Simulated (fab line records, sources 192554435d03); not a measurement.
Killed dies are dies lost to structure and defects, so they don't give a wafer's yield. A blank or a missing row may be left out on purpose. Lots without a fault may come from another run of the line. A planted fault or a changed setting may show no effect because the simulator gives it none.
One fault seen from 3 desks | flow n5_finfet | each desk has only its own numbers; what lay behind them comes last

THE TOOL OWNER'S DESK: cmp-03
The tool's own readings at N5_DUMMY_GATE_CMP_04 (polishes a-Si): means of the sampled wafers that have a number, for each lot that ran on this tool. A lot is out of limits, marked OUT, if its mean lies more than 4 standard deviations from the usual mean; the brackets give that distance.
Columns: A = motor_current_A at N5_DUMMY_GATE_CMP_04, usual 10.7 A; B = pad_life_wafers at N5_DUMMY_GATE_CMP_04, usual 806; C = time_to_endpoint_s at N5_DUMMY_GATE_CMP_04, usual 13.6 s
lot  | first seen here | A    | B   | C
L907 | day 3 10:13     | 10.6 | 80  | 14.9
L908 | day 3 12:38     | 11.0 | 104 | 12.9
L911 | day 4 08:50     | 10.9 | 278 | 15.7
L913 | day 4 18:38     | 10.6 | 355 | 16.6
This desk's finding: nothing out of limits on any of the 4 lots.

THE METROLOGY DESK
What the gauges read, lot by lot, whatever tool the lot ran on: means of the sampled wafers that have a number. A lot is out of limits, marked OUT, if its mean lies more than 4 standard deviations from the usual mean; the brackets give that distance. Of its 13 readings 7 are shown: the one that was out of limits first, and those that lie furthest out on some lot.
Columns: A = thk_nm at N5_DUMMY_GATE_THK_MEAS_05, usual 71.8 nm; B = SDB_THK at N5_SDB_THK_MEAS_31, usual 64.0 nm; C = DIBL_N at N5_BEOL_M4_RC_MEAS_101, usual 36.5 mV/V; D = IOFF_P at N5_BEOL_M4_RC_MEAS_101, usual 0.217 nA/um; E = ION_N at N5_BEOL_M4_RC_MEAS_101, usual 674 uA/um; F = ION_P at N5_BEOL_M4_RC_MEAS_101, usual 464 uA/um; G = VT_P at N5_BEOL_M4_RC_MEAS_101, usual -250 mV
lot  | first seen here | A              | B              | C    | D     | E   | F   | G
L906 | day 2 16:10     | 71.8           | 64.0           | 35.0 | 0.201 | 667 | 463 | -250
L907 | day 2 23:01     | 73.1           | 65.4           | 36.4 | 0.206 | 679 | 463 | -250
L908 | day 3 03:58     | 71.6           | 63.9           | 34.5 | 0.214 | 678 | 469 | -249
L910 | day 3 14:50     | 72.1           | 64.4           | 37.5 | 0.225 | 683 | 461 | -252
L911 | day 3 23:23     | 86.2 (+15) OUT | 78.3 (+15) OUT | 37.4 | 0.253 | 685 | 472 | -246
L913 | day 4 09:16     | 85.6 (+14) OUT | 77.8 (+14) OUT | 36.7 | 0.264 | 676 | 474 | -244
L919 | day 5 21:26     | 71.4           | 63.6           | 36.4 | 0.222 | 675 | 465 | -248
L924 | day 7 04:40     | 70.0           | 62.3           | 36.1 | 0.212 | 671 | 463 | -251
L928 | day 8 03:43     | 71.9           | 64.1           | 36.7 | 0.218 | 680 | 462 | -251
This desk's finding: out of limits on L911, L913; first on L911, day 4 09:00 (thk_nm at N5_DUMMY_GATE_THK_MEAS_05). In limits: L906, L907, L908, L910, L919, L924, L928.

THE DEFECT DESK
What the inspections along the route counted, lot by lot: means of the sampled wafers that have a number. A lot is out of limits, marked OUT, if its mean lies more than 4 standard deviations from the usual mean; the brackets give that distance.
Columns: A = raw_defect_count at N5_DUMMY_GATE_INSPECT_17, usual 194
lot  | first seen here | A
L906 | day 3 07:02     | 208
L907 | day 3 14:50     | 231
L908 | day 3 17:20     | 153
L910 | day 4 03:31     | 230
L911 | day 4 15:21     | 146
L913 | day 4 23:25     | 152
L919 | day 6 09:27     | 137
L924 | day 7 16:44     | 189
L928 | day 8 15:56     | 127
This desk's finding: nothing out of limits on any of the 9 lots.

PUT TOGETHER
The metrology desk could have raised an alarm at day 4 09:00, on L911, L913.
The tool owner's desk saw nothing out of limits.
The defect desk saw nothing out of limits.
The tool owner's desk has L911, L913 on record, within its limits.
The defect desk has L911, L913 on record, within its limits.
Of the lots named, all ran N5_DUMMY_GATE_CMP_04 on cmp-03.

WHAT THE SIMULATOR HAD PUT IN
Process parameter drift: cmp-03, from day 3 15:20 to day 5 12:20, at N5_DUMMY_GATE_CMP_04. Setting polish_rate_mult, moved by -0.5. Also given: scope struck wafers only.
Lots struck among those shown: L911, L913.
Hours from the fault's start to each desk's first reading out of limits: the metrology desk, 18.
